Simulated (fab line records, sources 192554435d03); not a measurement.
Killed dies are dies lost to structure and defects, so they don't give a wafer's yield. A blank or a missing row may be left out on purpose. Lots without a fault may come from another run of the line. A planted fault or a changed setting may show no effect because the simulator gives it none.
fab line records | flow n5_finfet
record lots=5 wafers=15 last_day=17
route steps=1938 shown BEOL_M1@789 BEOL_M4@1111 PASSIVATION@1936
lots that met no fault: from a run of the same line without faults
start_h: hours from the record's first day to the start of the lot's first wafer shown | wait_h: hours since the lot's step before | " the same as in the row above | L1.1+2: a row that stands for several wafers | - no value, or no start given | * or withheld: withheld | < > ~ a bound
route shown NAME@n: a module of which the file shows steps, and the number in the route of the first | usual: mean/standard deviation of fault-free wafers | same: alike in all rows | chamber/n: place in a boat | sites: the reading at each site | _std_site: their standard deviation | _edge_site: outer sites' mean less inner sites' | radius_mm: how far each site lies from the wafer's centre | mask NAME#n: copy n | behind: the tool/chamber that last shaped the wafer | hold: why the lot was held/for how many hours/how that ended | device: the transistor (n, p or np) that didn't switch | end of line: the same wafers' tests at the end of the route | a step without rows: its recipe alone | killed: dies lost to structure and defects at the first sort, not the wafer's yield | map: a wafer's dies, x killed, . not, _ none there
set.NAME: the setting as run; set.NAME@STEP: as run at that earlier step | model.NAME: the simulator's own value behind a step, which no gauge read
lots at some steps of the route; a table a step, a row a wafer
services: from which hour (start_h, from the record's first day; less than 0 if before it) a tool's chamber was out of use, for how many hours, and why
## steps
# step N5_BEOL_M1_DESCUM_33
# recipe chemistry=O2 time_s=7 source_power_w=50 bias_power_w=20 pressure_mtorr=20 rf_frequency_hz=2.712e+07 temp_c=40 resist=CAR-EUV o2_flow_sccm=225
# step N5_BEOL_M1_ETCH_77
# recipe chemistry=N2/H2 target=underlayer target_depth_a=65 mask_material=CAR-EUV time_s=5.2 ion_energy_ev=200 pressure_mtorr=30 source_w=840 bias_w=150 n2_flow_sccm=200 h2_flow_sccm=200 ends=cleared
# step N5_BEOL_M1_ETCH_69
# recipe chemistry=CF4 target=SiARC target_depth_a=156 mask_material=CAR-EUV time_s=26 ion_energy_ev=80 pressure_mtorr=40 source_w=545 bias_w=36 Ar_flow_sccm=100 cf4_flow_sccm=100 ends=cleared
# step N5_BEOL_M1_ALD_98
# recipe material=SiO2 target_thk_a=25 temp_c=100 ald_precursor_family=BDEAS ald_co_reactant=O2-plasma pulse_time_s=1 co_reactant_pulse_time_s=1 purge_time_s=2 co_reactant_purge_time_s=2 ald_cycles=17 pressure_torr=2
# step N5_BEOL_M1_ETCHBACK_99
# recipe chemistry=CHF3 target=SiO2 target_depth_a=50 time_s=10.4 source_w=215 bias_w=47 Ar_flow_sccm=200 CHF3_flow_sccm=12 ion_energy_ev=100 pressure_mtorr=30
# step N5_BEOL_M1_ETCH_70
# recipe chemistry=N2/H2 target=SOC target_depth_a=800 overetch_a=160 mask_material=SiARC temp_c=40 time_s=120 ion_energy_ev=200 pressure_mtorr=30 source_w=840 bias_w=150 n2_flow_sccm=200 h2_flow_sccm=200
# step N5_BEOL_M1_STRIP_71
# recipe chemistry=N2/H2 temp_c=40 n2_flow_sccm=200 h2_flow_sccm=200 rf_frequency_hz=6e+07
# step N5_BEOL_M1_STRIP_78
# recipe chemistry=N2/H2 temp_c=40 n2_flow_sccm=200 h2_flow_sccm=200 rf_frequency_hz=6e+07
# step N5_BEOL_M1_VIA_ETCH_34
# recipe chemistry=C4F6/O2 target_depth_a=678 mask_material=SOC pressure_mtorr=15 ion_energy_ev=250 taper_deg=4 time_s=64.4 source_w=350 bias_w=170 Ar_flow_sccm=300 C4F6_flow_sccm=10 O2_flow_sccm=10
# step N5_BEOL_M1_STRIP_83
# recipe chemistry=C4F6/O2 resist=SiARC rf_frequency_hz=6e+07
# step N5_BEOL_M1_STRIP_36
# recipe chemistry=N2/H2 power_w=450 temp_c=40 pressure_mtorr=20 rf_frequency_hz=6e+07 overash_fraction=0.3 bias_power_w=7 h2_frac=0.5 n2_flow_sccm=200 h2_flow_sccm=200
# step N5_BEOL_M1_TRENCH_ETCH_37
# recipe chemistry=C4F6/O2 target_depth_a=552.07 target=SiOC time_s=29 ion_energy_ev=250 pressure_mtorr=30 source_w=355 bias_w=185 Ar_flow_sccm=300 C4F6_flow_sccm=10 O2_flow_sccm=10
# usual C4F6_flow_sccm=9.997/0.028 O2_flow_sccm=10.005/0.028 drypump_motor_current_A=5.7/0.4 mfc_ar_sccm=299.9/0.93 oes_product_au=0.81/0.085 rf_vpp_V=666/16 showerhead_plenum_p_Torr=2.89/0.059 throttle_valve_pct=20.73/0.22
# columns lot.wafer tool chamber start_h wait_h C4F6_flow_sccm O2_flow_sccm drypump_motor_current_A mfc_ar_sccm oes_product_au rf_hours_counter_h rf_vpp_V showerhead_plenum_p_Torr throttle_valve_pct model.TiN_of_BEOL_M1_HM_DEP_02.thk_nm
L810.2 rie_diel-04 3 148.64 - - - - - - - - - - 19.8
L810.3 " 0 " " - - - - - - - - - 19.4
L810.4 " 2 " " - - - - - - - - - 20.2
L811.1 rie_diel-01 2 152.39 - - - - - - - - - - 19.8
L811.2 " 1 " " - - - - - - - - - 20.6
L811.6 " 1 " " - - - - - - - - - 19.8
L812.1 rie_diel-04 0 155.03 - - - - - - - - - - 19.8
L812.3 " 1 " " - - - - - - - - - 20.2
L812.5 " 1 " " - - - - - - - - - 20.2
L821.1 rie_diel-04 3 217.38 - 10.024 10.011 6.1 300.2 0.82 122 693 2.89 20.61 17.4
L821.3 " 1 " " 10.006 9.980 5.0 298.9 0.74 180 676 2.91 20.44 18
L821.4 " 0 " " 10.001 10.004 5.4 301.3 0.73 186 661 2.94 20.91 17.6
L829.1 rie_diel-01 3 261.82 - 10.032 10.014 6.2 299.6 0.89 25 645 2.82 20.64 17.8
L829.3 " 0 " " 10.013 10.047 5.6 300.0 0.95 3 653 2.80 20.58 17.6
L829.4 " 2 " " 10.043 10.027 5.8 299.9 0.85 59 667 2.79 21.12 17.4
# step N5_BEOL_M1_ETCH_41
# recipe chemistry=CH3F/O2 target=SiCN target_depth_a=319 taper_deg=2 time_s=57.8 ion_energy_ev=120 mask_material=TiN pressure_mtorr=30 source_w=395 bias_w=75 Ar_flow_sccm=150 CH3F_flow_sccm=30 O2_flow_sccm=20
# step N5_BEOL_M1_STRIP_97
# recipe chemistry=N2/H2 time_s=10 power_w=450 temp_c=40 pressure_mtorr=20 rf_frequency_hz=6e+07 bias_power_w=7 n2_flow_sccm=200 h2_flow_sccm=200
# step N5_BEOL_M1_OCD_MEAS_38
# usual trench_depth_nm=55.4/1.2
# columns lot.wafer tool chamber start_h wait_h trench_depth_nm
L810.2 ocd-01 - 148.79 - 0
L810.3 " - " " 0.3
L810.4 " - " " 0
L811.1 ocd-02 - 152.55 - 0
L811.2 " - " " 0.5
L811.6 " - " " 0.5
L812.1 ocd-01 - 155.19 - 0
L812.3 " - " " 0
L812.5 " - " " 0
L821.1 ocd-01 - 217.53 - 56.6
L821.3 " - " " 55.6
L821.4 " - " " 55.0
L829.1 ocd-01 - 261.98 - 54.4
L829.3 " - " " 54.4
L829.4 " - " " 55.5
# step N5_BEOL_M1_HM_STRIP_39
# recipe chemistry=peroxide_tin_strip material=TiN target_depth_a=250 temp_c=50 time_s=158
# step N5_BEOL_M1_SRD_40
# recipe time_s=30 temp_c=23 rinse_liquid=diw dry=ipa_marangoni
# step N5_BEOL_M1_PRECLEAN_42
# recipe chemistry=residue_remover time_s=60 temp_c=40
# step N5_BEOL_M1_SRD_43
# recipe time_s=30 temp_c=23 rinse_liquid=diw dry=ipa_marangoni
# step N5_BEOL_M1_DEGAS_44
# recipe ambient=vacuum temp_c=250 time_s=60
# step N5_BEOL_M1_PRE_CLEAN_45
# recipe gas=H2/He time_s=30 temp_c=250
# step N5_BEOL_M1_ALD_84
# recipe material=TaN target_thk_a=* temp_c=275 ald_precursor_family=PDMAT ald_co_reactant=NH3 pressure_torr=3 carrier_flow_sccm=1500 pulse_time_s=2 purge_time_s=3 co_reactant_purge_time_s=2 co_reactant_pulse_time_s=3 ald_cycles=30 precursor_vessel_temp_c=75 precursor_vessel_pressure_torr=26.25 precursor_vessel_carrier_sccm=1000
# step N5_BEOL_M1_SURFACE_TREAT_85
# recipe gas=Ar time_s=* ion_energy_ev=* ion_current_ma_cm2=0.5 pressure_mtorr=* ar_flow_sccm=30
# step N5_BEOL_M1_CVD_47
# recipe material=Co target_thk_a=30 temp_c=withheld precursor=CCTBA/H2 pressure_torr=30 time_s=223.8
# step N5_BEOL_M1_SPUTTER_48
# recipe material=Cu target_thk_a=45 temp_c=-20 chamber_pressure_pa=0.07 power_w=withheld time_s=8.29
# step N5_BEOL_M1_ANNEAL_49
# recipe temp_c=400 time_s=240 ambient=vacuum
# step N5_BEOL_M1_SPUTTER_79
# recipe material=Cu target_thk_a=45 temp_c=-20 chamber_pressure_pa=0.07 power_w=withheld time_s=8.29
# step N5_BEOL_M1_ANNEAL_80
# recipe temp_c=400 time_s=240 ambient=vacuum
# step N5_BEOL_M1_SPUTTER_81
# recipe material=Cu target_thk_a=45 temp_c=-20 chamber_pressure_pa=0.07 power_w=withheld time_s=8.29
# step N5_BEOL_M1_ANNEAL_82
# recipe temp_c=400 time_s=240 ambient=vacuum
# step N5_BEOL_M1_SPUTTER_86
# recipe material=Cu target_thk_a=45 temp_c=-20 chamber_pressure_pa=0.07 power_w=withheld time_s=8.29
# step N5_BEOL_M1_ANNEAL_87
# recipe temp_c=400 time_s=240 ambient=vacuum
# step N5_BEOL_M1_SPUTTER_88
# recipe material=Cu target_thk_a=45 temp_c=-20 chamber_pressure_pa=0.07 power_w=withheld time_s=8.29
# step N5_BEOL_M1_ANNEAL_89
# recipe temp_c=400 time_s=240 ambient=vacuum
# step N5_BEOL_M1_SPUTTER_90
# recipe material=Cu target_thk_a=45 temp_c=-20 chamber_pressure_pa=0.07 power_w=withheld time_s=8.29
# step N5_BEOL_M1_ANNEAL_91
# recipe temp_c=400 time_s=240 ambient=vacuum
# step N5_BEOL_M1_SPUTTER_92
# recipe material=Cu target_thk_a=45 temp_c=-20 chamber_pressure_pa=0.07 power_w=withheld time_s=8.29
# step N5_BEOL_M1_ANNEAL_93
# recipe temp_c=400 time_s=240 ambient=vacuum
# step N5_BEOL_M1_SPUTTER_94
# recipe material=Cu target_thk_a=45 temp_c=-20 chamber_pressure_pa=0.07 power_w=withheld time_s=8.29
# step N5_BEOL_M1_ANNEAL_95
# recipe temp_c=400 time_s=240 ambient=vacuum
# step N5_BEOL_M1_CMP_52
# recipe stop_on=SiOC t_overpolish_s=6.8 down_force_psi=1 platen_rpm=50 clearing_platen_down_force_psi=1.5 clearing_platen_rpm=50 post_cmp_clean=cu_alkaline target_thk_nm=40 clearing_platen_pad_velocity_m_s=0.99484 pad_velocity_m_s=0.99484
# usual motor_current_A=6.1/0.51
# columns lot.wafer tool chamber start_h wait_h motor_current_A model.Cu_of_BEOL_M1_ECD_50.thk_nm
L810.3 cmp-02 0 152.49 0.2 5.5 0
L810.4 " 2 " " 5.6 0
L810.2 " 3 " " 5.9 1.6
L811.2 cmp-02 3 155.98 0.2 6.2 2.2
L811.1 " 0 " " 5.7 0
L811.6 " 3 " " 6.1 2.4
L812.3 cmp-01 0 159.98 0.2 6.3 2.4
L812.1 " 1 " " 6.6 0.4
L812.5 " 2 " " 7.0 1.8
L821.3 cmp-02 0 220.98 0.2 6.0 37.8
L821.4 " 1 " " 6.2 37.8
L821.1 " 3 " " 5.8 41.4
L829.1 cmp-04 0 265.38 0.3 6.8 41.6
L829.3 " 1 " " 5.3 41.2
L829.4 " 2 " " 6.8 45.4
# step N5_BEOL_M4_RC_MEAS_101
# usual DIBL_N=35.9/2.5 DIBL_P=36.0/3 IOFF_N=0.16/0.047 IOFF_P=0.21/0.047 ION_N=671/14 ION_P=460/8.8 SS_N=71.5/0.73 SS_P=73.2/0.91 VT_N=250/4.3 VT_P=-251/3.6
# columns lot.wafer tool chamber start_h wait_h DIBL_N[mV/V] DIBL_P[mV/V] IOFF_N[nA/um] IOFF_P[nA/um] ION_N[uA/um] ION_P[uA/um] SS_N[mV/dec] SS_P[mV/dec] VT_N[mV] VT_P[mV]
L821.1 prober-01 0 257.92 0.0 34.8 34.3 0.13 0.20 668 463 71.3 72.6 249 -248
L821.3 " 0 " " 31.1 30.5 0.09 0.15 660 465 70.5 71.7 255 -254
L821.4 " 0 " " 36.8 36.6 0.16 0.23 678 473 72.0 72.9 249 -249
L829.1 prober-01 0 300.37 0.0 35.3 35.2 0.14 0.19 670 459 71.5 73.5 250 -252
L829.3 " 0 " " 40.0 41.6 0.24 0.31 682 470 72.3 74.5 244 -246
L829.4 " 0 " " 37.4 37.6 0.16 0.22 655 454 72.2 73.9 250 -250
# step N5_PASSIVATION_PROBE_49
# usual defect_limited_yield=91.4/1.4 killed_at_M0_to_M3=34/8.9 killed_at_M4_up=13/4.6 killed_at_contacts=12/5.5 killed_at_front_end=41/11 killed_at_other=3.1/2.9 killed_dies=102/16 killed_on_rim=13/4.2 killed_open=66/11 killed_short=34/7.6 sort_bin_5_function=5.1/0.89 sort_bin_6_memory=3.2/0.61 sort_n_pass=1078/16 sort_yield_pct=91.3/1.4
# same gross_dies=1180 killed_at_back_side=0 sort_bin_4_leakage[%]=0 sort_bin_8_speed[%]=0
# columns lot.wafer tool chamber start_h wait_h defect_limited_yield[%] killed_at_M0_to_M3 killed_at_M4_up killed_at_contacts killed_at_front_end killed_at_other killed_dies killed_on_rim killed_open killed_short sort_bin_5_function[%] sort_bin_6_memory[%] sort_n_pass sort_yield_pct[%]
L810.2 prober-01 - 286.06 0.1 0 1133 9 11 23 4 1180 152 51 31 97.6 2.3 0 0
L810.3 prober-01 - 286.11 0.1 0 1116 13 10 33 8 1180 152 62 31 96.8 2.9 0 0
L810.4 prober-01 - 286.16 0.2 0 1123 14 15 27 1 1180 152 55 23 97.0 2.7 0 0
L811.1 prober-02 - 290.34 0.0 0 1133 12 9 26 0 1180 152 51 35 96.8 3.0 0 0
L811.2 prober-02 - 290.39 0.1 0 1130 12 13 25 0 1180 152 46 25 97.6 2.2 0 0
L811.6 prober-02 - 290.59 0.3 0 1135 4 11 29 1 1180 152 53 18 97.6 2.4 0 0
L812.1 prober-01 - 297.23 0.0 0 1110 14 4 45 7 1180 152 57 35 96.8 2.6 0 0
L812.3 prober-01 - 297.33 0.1 0 1112 13 12 40 3 1180 152 64 35 96.5 3.4 0 0
L812.5 prober-01 - 297.43 0.2 0 1105 18 15 41 1 1180 152 62 39 96.7 3.1 0 0
# killed by level:class
L810.2 BEOL_M1:area_etch=1098 MOL_CONTACT_COAG:geometric_particle:open=10 BEOL_M1:geometric_particle:open=10 BEOL_M0_SAQP:geometric_particle:short=7 FIN_SAQP:geometric_particle:open=6 BEOL_M0_SAQP:geometric_particle:open=6 BEOL_M1:geometric_particle:short=6 DUMMY_GATE:geometric_particle:open=4
L810.3 BEOL_M1:area_etch=1085 BEOL_M1:geometric_particle:open=9 FIN_SAQP:geometric_particle:short=8 MOL_CONTACT_COAG:geometric_particle:open=8 BEOL_M0_SAQP:geometric_particle:open=6 BEOL_M4:geometric_particle:open=6 GATE_CUT:geometric_particle:open=5 PAD_METAL:geometric_particle:short=5
L810.4 BEOL_M1:area_etch=1102 MOL_CONTACT_COAG:geometric_particle:open=13 BEOL_M5:geometric_particle:open=8 BEOL_M1:geometric_particle:open=6 GATE_CUT:geometric_particle:short=5 FIN_SAQP:geometric_particle:open=4 BEOL_M2:geometric_particle:open=4 FIN_SAQP:geometric_particle:short=3
L811.1 BEOL_M1:area_etch=1094 BEOL_M0_SAQP:geometric_particle:open=8 BEOL_M0_SAQP:geometric_particle:short=7 BEOL_M1:geometric_particle:open=7 GATE_CUT:geometric_particle:short=6 BEOL_M2:geometric_particle:open=6 BEOL_M3:geometric_particle:open=6 MOL_CONTACT_COAG:geometric_particle:open=5
L811.2 BEOL_M1:area_etch=1109 MOL_CONTACT_COAG:geometric_particle:open=11 BEOL_M2:geometric_particle:open=7 FIN_SAQP:geometric_particle:short=4 BEOL_M0_SAQP:geometric_particle:short=4 BEOL_M1:geometric_particle:open=4 BEOL_M7:geometric_particle:open=4 STARTING-WAFER:geometric_particle:open=4
L811.6 BEOL_M1:area_etch=1109 BEOL_M2:geometric_particle:open=11 MOL_CONTACT_COAG:geometric_particle:open=9 STI_FIN_REVEAL:geometric_particle:open=8 BEOL_M1:geometric_particle:open=6 FIN_SAQP:geometric_particle:short=5 DUMMY_GATE:geometric_particle:open=5 BEOL_M0_SAQP:geometric_particle:open=4
L812.1 BEOL_M1:area_etch=1085 GATE_CUT:geometric_particle:open=10 GATE_CUT:geometric_particle:short=9 BEOL_M4:geometric_particle:open=6 FIN_SAQP:geometric_particle:short=5 STI_FIN_REVEAL:geometric_particle:open=5 BEOL_M0_SAQP:geometric_particle:open=5 BEOL_M3:geometric_particle:open=5
L812.3 BEOL_M1:area_etch=1081 STI_FIN_REVEAL:geometric_particle:open=12 BEOL_M0_SAQP:geometric_particle:open=10 MOL_CONTACT_COAG:geometric_particle:open=9 BEOL_M0_SAQP:geometric_particle:short=9 STI_FIN_REVEAL:geometric_particle:short=6 BEOL_M2:geometric_particle:open=5 FIN_SAQP:geometric_particle:short=4
L812.5 BEOL_M1:area_etch=1077 MOL_CONTACT_COAG:geometric_particle:open=12 STI_FIN_REVEAL:geometric_particle:open=11 BEOL_M0_SAQP:geometric_particle:open=10 GATE_CUT:geometric_particle:short=9 BEOL_M4:geometric_particle:open=9 BEOL_M0_SAQP:geometric_particle:short=8 FIN_SAQP:geometric_particle:open=6
# map L810.2 (x killed, . not)
_________________xxxxxxxxxxxx________________
______________xxxxxxxxxxxxxxxxxx_____________
___________xxxxxxxxxxxxxxxxxxxxxxxx__________
__________xxxxxxxxxxxxxxxxxxxxxxxxxx_________
________xxxxxxxxxxxxxxxxxxxxxxxxxxxxxx_______
_______xxxxxxxxxxxxxxxxxxxxxxxxxxxxxxxx______
______xxxxxxxxxxxxxxxxxxxxxxxxxxxxxxxxxx_____
_____xxxxxxxxxxxxxxxxxxxxxxxxxxxxxxxxxxxx____
____xxxxxxxxxxxxxxxxxxxxxxxxxxxxxxxxxxxxxx___
___xxxxxxxxxxxxxxxxxxxxxxxxxxxxxxxxxxxxxxxx__
___xxxxxxxxxxxxxxxxxxxxxxxxxxxxxxxxxxxxxxxx__
__xxxxxxxxxxxxxxxxxxxxxxxxxxxxxxxxxxxxxxxxxx_
__xxxxxxxxxxxxxxxxxxxxxxxxxxxxxxxxxxxxxxxxxx_
_xxxxxxxxxxxxxxxxxxxxxxxxxxxxxxxxxxxxxxxxxxxx
_xxxxxxxxxxxxxxxxxxxxxxxxxxxxxxxxxxxxxxxxxxxx
_xxxxxxxxxxxxxxxxxxxxxxxxxxxxxxxxxxxxxxxxxxxx
_xxxxxxxxxxxxxxxxxxxxxxxxxxxxxxxxxxxxxxxxxxxx
_xxxxxxxxxxxxxxxxxxxxxxxxxxxxxxxxxxxxxxxxxxxx
_xxxxxxxxxxxxxxxxxxxxxxxxxxxxxxxxxxxxxxxxxxxx
_xxxxxxxxxxxxxxxxxxxxxxxxxxxxxxxxxxxxxxxxxxxx
_xxxxxxxxxxxxxxxxxxxxxxxxxxxxxxxxxxxxxxxxxxxx
__xxxxxxxxxxxxxxxxxxxxxxxxxxxxxxxxxxxxxxxxxx_
__xxxxxxxxxxxxxxxxxxxxxxxxxxxxxxxxxxxxxxxxxx_
___xxxxxxxxxxxxxxxxxxxxxxxxxxxxxxxxxxxxxxxx__
___xxxxxxxxxxxxxxxxxxxxxxxxxxxxxxxxxxxxxxxx__
____xxxxxxxxxxxxxxxxxxxxxxxxxxxxxxxxxxxxxx___
_____xxxxxxxxxxxxxxxxxxxxxxxxxxxxxxxxxxxx____
______xxxxxxxxxxxxxxxxxxxxxxxxxxxxxxxxxx_____
_______xxxxxxxxxxxxxxxxxxxxxxxxxxxxxxxx______
________xxxxxxxxxxxxxxxxxxxxxxxxxxxxxx_______
__________xxxxxxxxxxxxxxxxxxxxxxxxxx_________
___________xxxxxxxxxxxxxxxxxxxxxxxx__________
______________xxxxxxxxxxxxxxxxxx_____________
_________________xxxxxxxxxxxx________________
# map L811.1 (x killed, . not)
_________________xxxxxxxxxxxx________________
______________xxxxxxxxxxxxxxxxxx_____________
___________xxxxxxxxxxxxxxxxxxxxxxxx__________
__________xxxxxxxxxxxxxxxxxxxxxxxxxx_________
________xxxxxxxxxxxxxxxxxxxxxxxxxxxxxx_______
_______xxxxxxxxxxxxxxxxxxxxxxxxxxxxxxxx______
______xxxxxxxxxxxxxxxxxxxxxxxxxxxxxxxxxx_____
_____xxxxxxxxxxxxxxxxxxxxxxxxxxxxxxxxxxxx____
____xxxxxxxxxxxxxxxxxxxxxxxxxxxxxxxxxxxxxx___
___xxxxxxxxxxxxxxxxxxxxxxxxxxxxxxxxxxxxxxxx__
___xxxxxxxxxxxxxxxxxxxxxxxxxxxxxxxxxxxxxxxx__
__xxxxxxxxxxxxxxxxxxxxxxxxxxxxxxxxxxxxxxxxxx_
__xxxxxxxxxxxxxxxxxxxxxxxxxxxxxxxxxxxxxxxxxx_
_xxxxxxxxxxxxxxxxxxxxxxxxxxxxxxxxxxxxxxxxxxxx
_xxxxxxxxxxxxxxxxxxxxxxxxxxxxxxxxxxxxxxxxxxxx
_xxxxxxxxxxxxxxxxxxxxxxxxxxxxxxxxxxxxxxxxxxxx
_xxxxxxxxxxxxxxxxxxxxxxxxxxxxxxxxxxxxxxxxxxxx
_xxxxxxxxxxxxxxxxxxxxxxxxxxxxxxxxxxxxxxxxxxxx
_xxxxxxxxxxxxxxxxxxxxxxxxxxxxxxxxxxxxxxxxxxxx
_xxxxxxxxxxxxxxxxxxxxxxxxxxxxxxxxxxxxxxxxxxxx
_xxxxxxxxxxxxxxxxxxxxxxxxxxxxxxxxxxxxxxxxxxxx
__xxxxxxxxxxxxxxxxxxxxxxxxxxxxxxxxxxxxxxxxxx_
__xxxxxxxxxxxxxxxxxxxxxxxxxxxxxxxxxxxxxxxxxx_
___xxxxxxxxxxxxxxxxxxxxxxxxxxxxxxxxxxxxxxxx__
___xxxxxxxxxxxxxxxxxxxxxxxxxxxxxxxxxxxxxxxx__
____xxxxxxxxxxxxxxxxxxxxxxxxxxxxxxxxxxxxxx___
_____xxxxxxxxxxxxxxxxxxxxxxxxxxxxxxxxxxxx____
______xxxxxxxxxxxxxxxxxxxxxxxxxxxxxxxxxx_____
_______xxxxxxxxxxxxxxxxxxxxxxxxxxxxxxxx______
________xxxxxxxxxxxxxxxxxxxxxxxxxxxxxx_______
__________xxxxxxxxxxxxxxxxxxxxxxxxxx_________
___________xxxxxxxxxxxxxxxxxxxxxxxx__________
______________xxxxxxxxxxxxxxxxxx_____________
_________________xxxxxxxxxxxx________________
## services
# columns tool chamber start_h hours kind
rie_diel-04 0 135.51 2.6 repair
cmp-04 - 136.63 9.2 pm
rie_diel-04 2 137.67 9.0 repair
cmp-04 - 146.08 4.0 pm
rie_diel-01 3 146.17 - clean
rie_diel-01 3 146.17 - consumable_replace:focus_ring
rie_diel-01 3 146.17 16.4 scheduled_down
rie_diel-04 - 156.29 1.1 repair
rie_diel-04 2 166.11 - clean
rie_diel-04 2 166.11 - consumable_replace:focus_ring
rie_diel-04 2 166.11 30.5 scheduled_down
rie_diel-04 2 166.11 30.5 vent_cycle
rie_diel-04 1 173.36 6.0 repair
cmp-04 - 181.87 3.1 repair
cmp-01 - 186.87 1.3 repair
cmp-02 - 196.66 6.3 pm
rie_diel-04 3 204.29 12.3 repair
rie_diel-01 - 205.20 14.6 pm
cmp-01 - 210.70 7.7 pm
cmp-01 - 220.48 4.0 pm
rie_diel-01 2 241.99 4.6 repair
cmp-02 - 244.64 4.0 pm
cmp-02 - 248.64 - consumable_replace:conditioner
cmp-02 - 248.64 - consumable_replace:pad
## key
first_sign step=N5_BEOL_M1_TRENCH_ETCH_37 reading=tool_record direction=missing
effect step=N5_BEOL_M1_OCD_MEAS_38 reading=trench_depth_nm direction=down sigmas=47 usual=55.4 struck=0.1
effect step=N5_PASSIVATION_PROBE_49 reading=killed_at_M0_to_M3 direction=up sigmas=99+ usual=34 struck=1122
model_effect step=N5_BEOL_M1_TRENCH_ETCH_37 value=TiN_of_BEOL_M1_HM_DEP_02.thk_nm without=17.62 struck=19.98
model_effect step=N5_BEOL_M1_CMP_52 value=Cu_of_BEOL_M1_ECD_50.thk_nm without=40.53 struck=1.2
more_kills_born_at N5_BEOL_M1_TRENCH_ETCH_37@rie_diel-04=6528 N5_BEOL_M1_TRENCH_ETCH_37@rie_diel-01=3312
met_at N5_BEOL_M1_TRENCH_ETCH_37
struck_wafers L810.2,L810.3,L810.4,L811.1,L811.2,L811.6,L812.1,L812.3,L812.5
later_rows_left_out L810.2,L810.3,L810.4,L811.1,L811.2,L811.6,L812.1,L812.3,L812.5
fault kind=skipped_step_whole tool=rie_diel-01,rie_diel-04 chamber=- onset_h=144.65 steps=N5_BEOL_M1_TRENCH_ETCH_37 scope=struck_lots_only
# later_rows_left_out: the simulator's readings of these wafers behind a module that went badly wrong aren't trusted and aren't shown, but for the sort
